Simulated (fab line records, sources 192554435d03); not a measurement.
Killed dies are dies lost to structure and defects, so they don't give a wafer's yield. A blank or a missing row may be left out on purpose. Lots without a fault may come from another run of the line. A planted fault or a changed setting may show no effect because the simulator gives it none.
fab line records | flow n5_finfet | part 2 of 2: steps 5 to 6 of 6
record lots=19 wafers=57 last_day=17
route steps=1938 shown BEOL_M8@1370 BEOL_M9@1419 BEOL_M10@1470
lots that met no fault: from a run of the same line without faults
start_h: hours from the record's first day to the start of the lot's first wafer shown | wait_h: hours since the lot's step before | " the same as in the row above | L1.1+2: a row that stands for several wafers | - no value, or no start given | * or withheld: withheld | < > ~ a bound
route shown NAME@n: a module of which the file shows steps, and the number in the route of the first | usual: mean/standard deviation of fault-free wafers | same: alike in all rows | chamber/n: place in a boat | sites: the reading at each site | _std_site: their standard deviation | _edge_site: outer sites' mean less inner sites' | radius_mm: how far each site lies from the wafer's centre | mask NAME#n: copy n | behind: the tool/chamber that last shaped the wafer | hold: why the lot was held/for how many hours/how that ended | device: the transistor (n, p or np) that didn't switch | end of line: the same wafers' tests at the end of the route | a step without rows: its recipe alone | killed: dies lost to structure and defects at the first sort, not the wafer's yield | map: a wafer's dies, x killed, . not, _ none there
set.NAME: the setting as run; set.NAME@STEP: as run at that earlier step | model.NAME: the simulator's own value behind a step, which no gauge read
steps of the route over a sample of lots; a table a step, a row a wafer
services: from which hour (start_h, from the record's first day; less than 0 if before it) a tool's chamber was out of use, for how many hours, and why
## steps
# step N5_BEOL_M9_STRIP_80
# recipe chemistry=N2/H2 time_s=10 power_w=450 temp_c=40 pressure_mtorr=20 rf_frequency_hz=6e+07 bias_power_w=7 n2_flow_sccm=200 h2_flow_sccm=200
# usual drypump_motor_current_A=5.5/0.52 h2_flow_sccm=200.0/0.61 oes_product_au=0.79/0.082 rf_vpp_V=59.1/0.86 showerhead_plenum_p_Torr=2.55/0.081 temp_c=40.00/0.11 throttle_valve_pct=23.6/0.34
# columns lot.wafer tool chamber start_h wait_h drypump_motor_current_A h2_flow_sccm oes_product_au rf_hours_counter_h rf_vpp_V showerhead_plenum_p_Torr temp_c throttle_valve_pct
L074.1 rie_diel-06 1 - - 5.3 199.4 0.86 68 59.7 2.58 39.81 23.9
L074.5 " 3 " " 6.7 200.0 0.88 - 59.4 2.58 40.10 23.2
L074.6 " 0 " " 5.5 200.0 0.75 - 58.6 2.42 40.04 23.8
L075.1 rie_diel-06 1 - - 5.3 199.3 0.85 72 60.1 2.58 39.79 23.8
L075.2 " 0 " " 5.5 200.1 0.75 162 58.0 2.42 39.81 23.8
L075.4 " 2 " " 5.7 200.7 0.75 150 58.7 2.44 40.12 24.2
L076.4 rie_diel-06 0 - - 5.5 200.3 0.75 165 58.2 2.42 39.91 23.8
L076.5 " 2 " " 5.7 199.8 0.74 - 59.4 2.44 39.88 24.2
L076.6 " 3 " " 6.7 199.9 0.87 - 60.5 2.58 39.95 23.3
L079.4 rie_diel-03 0 - - 5.3 199.8 0.69 - 58.4 2.63 40.28 23.7
L079.5 " 1 " " 5.2 201.2 0.69 - 58.6 2.61 39.93 23.6
L079.6 " 2 " " 4.8 199.4 0.92 - 58.1 2.48 40.01 23.0
L080.1 rie_diel-03 0 - - 5.4 199.7 0.69 212 58.9 2.63 39.96 23.8
L080.3 " 3 " " 5.1 199.0 0.82 104 59.2 2.55 40.15 23.4
L080.4 " 2 " " 4.8 200.0 0.92 17 59.1 2.48 39.96 23.0
L082.2 rie_diel-06 0 - - 5.5 200.2 0.74 173 58.6 2.42 40.06 23.8
L082.3 " 3 " " 6.8 199.9 0.84 62 58.5 2.57 39.84 23.3
L082.6 " 0 " " 5.5 200.1 0.75 - 59.7 2.42 40.22 23.8
L081.2 rie_diel-06 3 - - 6.8 200.4 0.85 64 58.3 2.57 40.11 23.3
L081.4 " 2 " " 5.7 200.0 0.73 165 57.9 2.44 39.95 24.3
L081.6 " 0 " " 5.5 201.0 0.74 - 58.7 2.42 40.03 23.8
L083.1 rie_diel-03 3 - - 5.1 199.1 0.82 110 59.5 2.55 39.88 23.4
L083.2 " 2 " " 4.8 199.9 0.90 21 57.9 2.48 40.02 23.0
L083.6 " 0 " " 5.3 200.0 0.69 - 59.3 2.62 39.98 23.7
L084.1 rie_diel-06 1 - - 5.4 200.6 0.84 86 58.6 2.57 40.01 23.9
L084.2 " 2 " " 5.7 199.6 0.73 166 59.8 2.44 40.02 24.3
L084.4 " 0 " " 5.5 201.0 0.74 176 58.5 2.42 40.06 23.8
L085.1 rie_diel-03 2 - - 4.8 199.5 0.88 26 57.7 2.47 39.98 23.0
L085.2 " 1 " " 5.2 200.4 0.69 233 59.7 2.61 39.95 23.6
L085.4 " 3 " " 5.1 200.6 0.81 116 58.1 2.55 39.94 23.4
L087.3 rie_diel-03 3 - - 5.1 200.6 0.81 118 59.0 2.55 39.97 23.5
L087.5 " 0 " " 5.3 199.4 0.68 - 60.1 2.62 40.03 23.8
L087.6 " 3 " " 5.1 200.6 0.80 - 58.5 2.55 39.96 23.4
L086.1 rie_diel-05 0 - - 5.3 199.7 0.73 191 59.6 2.52 40.24 23.2
L086.3 " 3 " " 5.4 200.2 0.72 202 61.0 2.63 40.16 23.5
L086.4 " 1 " " 5.6 199.6 0.88 - 59.8 2.70 39.81 23.7
L090.1 rie_diel-03 1 - - 5.2 199.6 0.67 240 59.4 2.61 39.93 23.6
L090.2 " 0 " " 5.3 199.4 0.67 233 59.3 2.62 39.67 23.8
L090.5 " 2 " " 4.8 198.5 0.88 - 59.0 2.47 40.25 23.1
L091.3 rie_diel-05 0 - - 5.3 200.9 0.73 201 59.3 2.52 40.04 23.2
L091.4 " 2 " " 6.0 200.0 0.92 22 59.5 2.48 39.94 23.9
L091.6 " 2 " " 6.0 199.5 0.92 - 58.6 2.48 39.88 23.9
L093.1 rie_diel-05 1 - - 5.6 200.6 0.87 36 60.6 2.69 40.18 23.8
L093.4 " 2 " " 6.0 200.4 0.91 23 60.0 2.48 40.04 24.0
L093.6 " 2 " " 6.0 200.6 0.92 - 57.8 2.48 39.93 24.0
L094.1 rie_diel-06 0 - - 5.5 199.5 0.71 197 60.1 2.41 39.98 23.9
L094.2 " 1 " " 5.3 199.2 0.82 107 58.6 2.56 39.87 23.9
L094.3 " 2 " " 5.7 199.7 0.71 187 56.9 2.43 40.02 24.3
L095.2 rie_diel-03 1 - - 5.2 199.8 0.67 247 58.9 2.60 39.99 23.7
L095.3 " 2 " " 4.8 199.4 0.86 43 58.9 2.47 39.91 23.1
L095.6 " 3 " " 5.1 201.2 0.79 - 59.8 2.54 40.01 23.5
L097.3 rie_diel-05 0 - - 5.3 200.4 0.72 210 58.5 2.51 40.13 23.2
L097.4 " 2 " " 6.0 199.9 0.90 32 59.2 2.48 39.95 24.0
L097.6 " 1 " " 5.6 199.4 0.86 - 58.7 2.69 40.18 23.7
L096.1 rie_diel-05 1 - - 5.6 198.8 0.86 47 61.0 2.69 40.14 23.8
L096.3 " 3 " " 5.4 201.1 0.70 223 60.1 2.62 40.08 23.5
L096.5 " 2 " " 6.0 200.1 0.90 - 58.7 2.48 40.01 24.0
# step N5_BEOL_M10_ILD_DEP_00
# recipe material=SiCOH_lowk target_thk_a=3085.1 temp_c=300 precursor=DEMS/porogen pressure_torr=5 rf_w=500 time_s=58
# usual heater_power_outer_w=141/25 heater_power_w=312/37 showerhead_plenum_p_Torr=5.745/0.017 throttle_valve_pct=13.6/0.49
# columns lot.wafer tool chamber start_h wait_h heater_power_outer_w heater_power_w showerhead_plenum_p_Torr throttle_valve_pct
L074.1 pecvd-03 2 209.25 0.0 146 311 5.729 13.8
L074.5 " 2 " " 149 305 5.737 13.9
L074.6 " 0 " " 113 272 5.768 13.4
L075.1 pecvd-02 2 221.43 0.0 147 365 5.737 12.7
L075.2 " 0 " " 180 374 5.772 13.9
L075.4 " 1 " " 159 317 5.728 13.2
L076.4 pecvd-02 1 230.06 0.1 159 315 5.734 13.3
L076.5 " 2 " " 128 334 5.730 12.5
L076.6 " 0 " " 171 365 5.777 13.8
L079.4 pecvd-01 1 239.30 0.1 101 249 5.761 13.7
L079.5 " 0 " " 143 289 5.720 14.6
L079.6 " 2 " " 197 365 5.766 12.7
L080.1 pecvd-03 0 246.07 0.0 131 302 5.764 13.3
L080.3 " 1 " " 112 291 5.763 13.6
L080.4 " 0 " " 138 301 5.763 13.6
L082.2 pecvd-02 1 257.31 0.0 140 289 5.726 13.6
L082.3 " 2 " " 165 392 5.737 12.7
L082.6 " 2 " " 104 289 5.735 12.9
L081.2 pecvd-01 0 260.60 0.0 149 295 5.733 14.9
L081.4 " 1 " " 116 263 5.745 13.7
L081.6 " 0 " " 151 302 5.729 14.3
L083.1 pecvd-02 0 261.12 0.0 126 306 5.761 14.3
L083.2 " 2 " " 163 375 5.736 12.9
L083.6 " 2 " " 166 391 5.743 13.0
L084.1 pecvd-01 0 264.06 0.0 165 325 5.716 14.7
L084.2 " 2 " " 184 353 5.752 13.0
L084.4 " 0 " " 176 323 5.722 14.8
L085.1 pecvd-03 0 279.65 0.0 116 276 5.771 13.4
L085.2 " 2 " " 145 300 5.727 13.9
L085.4 " 2 " " 146 302 5.725 14.2
L087.3 pecvd-01 0 288.83 0.0 173 333 5.738 14.7
L087.5 " 1 " " 145 314 5.756 13.8
L087.6 " 2 " " 193 359 5.777 12.9
L086.1 pecvd-02 2 289.32 0.0 154 367 5.744 12.8
L086.3 " 1 " " 156 316 5.717 13.5
L086.4 " 0 " " 180 374 5.766 14.1
L090.1 pecvd-03 1 310.88 0.0 144 331 5.732 14.0
L090.2 " 0 " " 103 255 5.761 13.5
L090.5 " 0 " " 112 266 5.769 13.5
L091.3 pecvd-03 2 315.80 0.0 133 287 5.720 14.0
L091.4 " 1 " " 131 313 5.738 13.9
L091.6 " 2 " " 138 294 5.736 14.2
L093.1 pecvd-03 0 320.85 0.0 98 247 5.765 13.4
L093.4 " 1 " " 91 265 5.742 13.6
L093.6 " 0 " " 104 258 5.765 13.4
L094.1 pecvd-02 2 331.85 0.0 158 377 5.740 12.7
L094.2 " 0 " " 187 374 5.752 13.9
L094.3 " 1 " " 158 308 5.728 13.6
L095.2 pecvd-03 2 336.95 0.0 128 274 5.731 13.8
L095.3 " 2 " " 134 284 5.723 14.1
L095.6 " 2 " " 139 284 5.719 13.9
L097.3 pecvd-03 1 344.63 0.1 145 337 5.721 14.1
L097.4 " 2 " " 102 238 5.733 13.7
L097.6 " 1 " " 91 262 5.768 13.6
L096.1 pecvd-03 2 353.55 0.0 117 268 5.744 13.8
L096.3 " 2 " " 125 274 5.733 13.9
L096.5 " 2 " " 131 285 5.736 14.2
## services
# columns tool chamber start_h hours kind
rie_diel-02 0 180.49 4.4 repair
pecvd-01 - 187.97 2.8 pm
rie_diel-05 1 189.36 - clean
rie_diel-05 1 189.36 - consumable_replace:focus_ring
rie_diel-05 1 189.36 - consumable_replace:showerhead
rie_diel-05 1 189.36 17.0 scheduled_down
rie_diel-03 2 208.36 12.5 repair
rie_diel-03 3 217.87 22.0 repair
rie_diel-02 - 220.78 2.3 repair
rie_diel-05 3 240.96 8.6 repair
rie_diel-01 3 270.15 5.9 repair
rie_diel-05 2 283.44 5.7 repair
rie_diel-01 2 285.76 10.5 repair
rie_diel-03 1 291.24 4.8 repair
rie_diel-03 - 296.14 0.2 repair
rie_diel-01 0 307.46 4.7 repair
rie_diel-06 - 307.82 0.2 repair
rie_diel-01 0 314.89 13.9 repair
rie_diel-01 1 329.92 2.2 repair
pecvd-03 0 332.84 21.3 repair
pecvd-01 - 335.32 46.5 repair
rie_diel-03 0 341.19 7.5 repair
rie_diel-04 3 350.74 3.8 repair
rie_diel-01 - 352.40 0.5 repair
